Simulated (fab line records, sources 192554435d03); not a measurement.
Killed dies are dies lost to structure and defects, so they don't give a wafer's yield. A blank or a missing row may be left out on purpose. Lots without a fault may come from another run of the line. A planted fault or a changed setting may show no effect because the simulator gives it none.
Chamber matching | flow n5_finfet | N5_BEOL_M5_STRIP_64 on rie_diel-05: 4 sister chambers
The step strips in CF4. 16 wafers are shown with their chamber, then 7 later ones without.

WAFERS WITH THEIR CHAMBER
wafer  | chamber | drypump_motor_current_A (A) | showerhead_plenum_p_Torr (Torr) | throttle_valve_pct (%)
L078.1 | 0       | 5.3                         | 1.88                            | 13.49
L078.3 | 2       | 6.3                         | 1.83                            | 13.43
L078.4 | 3       | 6.1                         | 1.77                            | 13.76
L080.2 | 1       | 5.1                         | 1.86                            | 13.84
L080.3 | 0       | 5.3                         | 1.88                            | 13.48
L080.4 | 3       | 6.1                         | 1.77                            | 13.75
L082.1 | 0       | 5.3                         | 1.88                            | 13.49
L082.3 | 3       | 6.1                         | 1.76                            | 13.76
L082.4 | 2       | 6.3                         | 1.82                            | 13.44
L083.2 | 2       | 6.3                         | 1.82                            | 13.46
L083.3 | 0       | 5.3                         | 1.88                            | 13.52
L083.6 | 3       | 6.0                         | 1.76                            | 13.77
L086.3 | 2       | 6.3                         | 1.82                            | 13.46
L086.4 | 3       | 6.0                         | 1.76                            | 13.79
L086.5 | 1       | 5.1                         | 1.86                            | 13.86
L088.1 | 0       | 5.3                         | 1.87                            | 13.52

SIGNATURES (means of the wafers above)
reading                  | chamber 0 | chamber 1 | chamber 2 | chamber 3 | scatter within a chamber
drypump_motor_current_A  | 5.300     | 5.100     | 6.300     | 6.060     | 0.0316
showerhead_plenum_p_Torr | 1.8780    | 1.8600    | 1.8225    | 1.7640    | 0.00479
throttle_valve_pct       | 13.5000   | 13.8500   | 13.4475   | 13.7660   | 0.0163
Rule: a wafer's distance from a chamber is the root of the sum, over the readings, of the square of ((its reading less the chamber's mean) divided by the reading's scatter). The wafer belongs to the nearest chamber; if the next one is less than 2 further off, it can't be placed. The scatter: the root of (the sum of the squares of (reading less its chamber's mean) over the shown wafers, divided by (wafers less chambers)).

WAFERS WITHOUT THEIR CHAMBER
wafer  | drypump_motor_current_A (A) | showerhead_plenum_p_Torr (Torr) | throttle_valve_pct (%)
L088.2 | 6.4                         | 1.82                            | 13.46
L088.5 | 5.1                         | 1.86                            | 13.85
L095.5 | 6.3                         | 1.82                            | 13.50
L095.6 | 5.3                         | 1.87                            | 13.55
L097.2 | 5.3                         | 1.87                            | 13.57
L097.4 | 6.0                         | 1.76                            | 13.24
L097.5 | 5.1                         | 1.85                            | 13.91

WHICH CHAMBER EACH WENT THROUGH
wafer  | from the rows above | in truth
L088.2 | 2                   | 2
L088.5 | 1                   | 1
L095.5 | 2                   | 2
L095.6 | 0                   | 0
L097.2 | 0                   | 0
L097.4 | 2                   | 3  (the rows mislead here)
L097.5 | 1                   | 1
Placed correctly: 6 of 7. Can't be placed from these rows: 0. Placed wrongly: 1.
